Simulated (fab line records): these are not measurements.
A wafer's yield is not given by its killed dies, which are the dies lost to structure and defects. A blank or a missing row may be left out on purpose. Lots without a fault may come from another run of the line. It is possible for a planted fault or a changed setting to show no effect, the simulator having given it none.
A struck lot beside a sound one	flow n5_finfet	32 steps out of a route of 1938
Sound: wafers L706.4, L706.5, L706.6. Struck: wafer L715.3 (left out: L715.1, L715.6 of the same lot, which were not struck); the cause appears at the end.
For every step that has rows: the tool of each side, followed by ch and its chambers, followed by its first start. Under that, the readings that differ: sound wafers	struck wafers	difference of the means	sigmas: that difference in standard deviations of wafers without a fault.
alike: a reading whose means differ by less than 2 such deviations, as well as words and numbers matching on both sides. not compared: withheld readings; readings where some wafer has no value; bounds like >300 that might hide an equal value; numbers whose values overlap and for which the record gives no deviation.
The two part at a step that has a row with sigmas, a row that says differs or no value, or rows on one side only. When numbers do not overlap yet have no deviation, they are printed without sigmas and do not part them. Lack of a reading on every wafer of one side parts them only where that side has two or more wafers.

N5_FIN_SAQP_RECESS_71: chemistry HF/NH3, target SiO2, target depth 3 nm, afs cycles 1, sublimation time 60 s.
  sound on vapor_etch-02 ch 0,1, day 2 19:43; struck on vapor_etch-01 ch 1, day 5 00:22
  alike: drypump_motor_current_A
N5_FIN_SAQP_SPACER2_ALD_28: deposits SiO2, target thk 8.1 nm, pulse time 1 s, purge time 2 s.
  sound on ald_sin-01 ch 0,1,2, day 2 19:59; struck on ald_sin-01 ch 3, day 5 00:31
  alike: heater_power_w, precursor_pulse_height_rel
then, 1 step without rows for these wafers: N5_FIN_SAQP_SPACER2_ETCHBACK_29 (etches SiO2 in CHF3/O2, target depth 12.2 nm, time 6.1 s).
N5_FIN_SAQP_MANDREL2_REMOVE_60: chemistry HBr/Cl2/O2, target a-Si, stops on SiNx, bt time 10 s.
  sound on rie_si-01 ch 0,3, day 2 20:27; struck on rie_si-01 ch 1, day 5 00:56
  alike: drypump_motor_current_A, oes_product_au, throttle_valve_pct
  not compared: rf_hours_counter_h
N5_FIN_SAQP_CD_MEAS_31: target cd 8 nm.
  sound on cd_sem-03 ch 0, day 2 20:34; struck on cd_sem-03 ch 0, day 5 01:03
  alike: cd_nm
N5_FIN_SAQP_HM_OPEN_33: chemistry CH3F/O2, target SiNx, target depth 49.4 nm, time 70.6 s.
  sound on rie_diel-02 ch 0,1,3, day 2 20:38; struck on rie_diel-05 ch 1, day 5 01:12
reading	sound	struck	difference	sigmas
drypump_motor_current_A (A)	6.0 5.8 5.7	4.8	-1.0	-2
rf_hours_counter_h (h)	- - -	239	no value on the sound wafers	
  alike: etch_rf_on_time_s, oes_product_au, rf_vpp_V, showerhead_plenum_p_Torr, throttle_valve_pct
then, 2 steps without rows for these wafers: N5_FIN_SAQP_ETCH_34 (etches SiO2 in C4F6/O2, target depth 45 nm, time 15 s); N5_FIN_SAQP_STRIP_77 (strips in N2/H2, time 90 s).
N5_FIN_SAQP_HM_CD_35: target cd 8 nm.
  sound: cd_sem-01 at day 2 20:50; struck: cd_sem-03 at day 5 01:25
  alike: cd_nm
N5_FIN_SAQP_ETCH_64: etches SiO2 in CF4, target depth 1.5 nm.
  sound on rie_si-04 ch 1,2, day 2 20:52; struck on rie_si-03 ch 1, day 5 01:28
  alike: drypump_motor_current_A, oes_product_au, throttle_valve_pct
  not compared: rf_hours_counter_h
then, 1 step without rows for these wafers: N5_FIN_SAQP_FIN_ETCH_36 (etches the open film in HBr/Cl2/O2, target depth 120 nm, time 50.4 s).
N5_FIN_SAQP_CD_MEAS_37: target cd 8 nm.
  sound: cd_sem-01 at day 2 21:01; struck: cd_sem-02 at day 5 01:36
  alike: cd_nm
N5_FIN_SAQP_PRECLEAN_38: cleans in O3/DIW, time 45 s.
  sound on wet_bench-01 ch 3,6,7, day 2 21:03; struck on wet_bench-06 ch 0,2,7, day 5 01:38
then, 2 steps without rows for these wafers: N5_FIN_SAQP_PRECLEAN_45 (cleans in dHF, time 10 s); N5_FIN_SAQP_SRD_39 (time 30 s).
N5_FIN_SAQP_OCD_MEAS_76:
  sound: ocd-02 at day 2 21:07; struck: ocd-02 at day 5 01:42
  alike: trench_depth_nm
N5_FIN_SAQP_INSPECT_40: inspects for defects (brightfield).
  sound: defect_inspect-02 at day 2 21:08; struck: defect_inspect-01 at day 5 01:44
reading	sound	struck	difference	sigmas
raw_defect_count	233 286 279	415	+149	+2
then, 9 steps without rows for these wafers: N5_FIN_CUT_COAT_18 (time 60 s, resist thk 230 nm); N5_FIN_CUT_COAT_19 (time 60 s, resist thk 20 nm); N5_FIN_CUT_COAT_29 (time 60 s, resist thk 10 nm); N5_FIN_CUT_COAT_02 (resist thk 30 nm); N5_FIN_CUT_EBR_04; N5_FIN_CUT_SOFTBAKE_03 (time 60 s); N5_FIN_CUT_EXPOSE_05 (exposes mask FIN CUT); N5_FIN_CUT_PEB_06 (peb time 60 s); N5_FIN_CUT_DEVELOP_07 (develop time 30 s).
N5_FIN_CUT_CD_MEAS_08: target cd 29.1 nm.
  sound on cd_sem-01 ch 0, day 2 21:35; struck on cd_sem-02 ch 0, day 5 02:10
  alike: cd_nm
N5_FIN_CUT_OVL_MEAS_09:
  sound on overlay-01 ch 0, day 2 21:37; struck on overlay-01 ch 0, day 5 02:11
  alike: FIN_CUT_OVL
N5_FIN_CUT_INSPECT_10: inspects for defects (brightfield).
  sound: defect_inspect-02 at day 2 21:40; struck: defect_inspect-01 at day 5 02:15
reading	sound	struck	difference	sigmas
raw_defect_count	55 58 49	241	+187	+17
then, 1 step without rows for these wafers: N5_FIN_CUT_DESCUM_13 (chemistry O2, time 7 s).
-- here the record skips 6 days between the struck wafers' starts before and after, leaving off in module FIN_CUT and picking up in module BEOL_M4 (first step shown: number 1111 of the route) --
N5_BEOL_M4_RC_MEAS_101:
  sound on prober-02 ch 0, day 8 13:43; struck on prober-02 ch 0, day 11 02:05
  alike: DIBL_N, DIBL_P, IOFF_N, IOFF_P, ION_N, ION_P, SS_N, SS_P, VT_N, VT_P
-- a jump in the record: the struck wafers' starts before and after are 4 days apart (it breaks off in module BEOL_M4 and resumes in module PASSIVATION, where the first step shown is number 1936 of the route) --
N5_PASSIVATION_PROBE_49:
  sound: prober-02 at day 12 11:55; struck: prober-02 at day 15 07:55
reading	sound	struck	difference	sigmas
defect_limited_yield (%)	93.0 91.7 93.1	89.3	-3.3	-2
killed_at_contacts	14 5 7	26	+17	+3
killed_at_front_end	25 37 50	76	+39	+4
killed_dies	83 98 82	126	+38	+2
killed_on_rim	13 13 9	27	+15	+4
sort_n_pass	1097 1082 1098	1054	-38	-2
sort_yield_pct (%)	93.0 91.7 93.1	89.3	-3.3	-2
  alike: killed_at_M0_to_M3, killed_at_M4_up, killed_at_other, killed_open, killed_short, sort_bin_5_function, sort_bin_6_memory, sort_bin_8_speed

## WHERE THEY PART
At N5_FIN_SAQP_HM_OPEN_33 first; at N5_PASSIVATION_PROBE_49 last (within this record only).

WHY: whatever the simulator had introduced
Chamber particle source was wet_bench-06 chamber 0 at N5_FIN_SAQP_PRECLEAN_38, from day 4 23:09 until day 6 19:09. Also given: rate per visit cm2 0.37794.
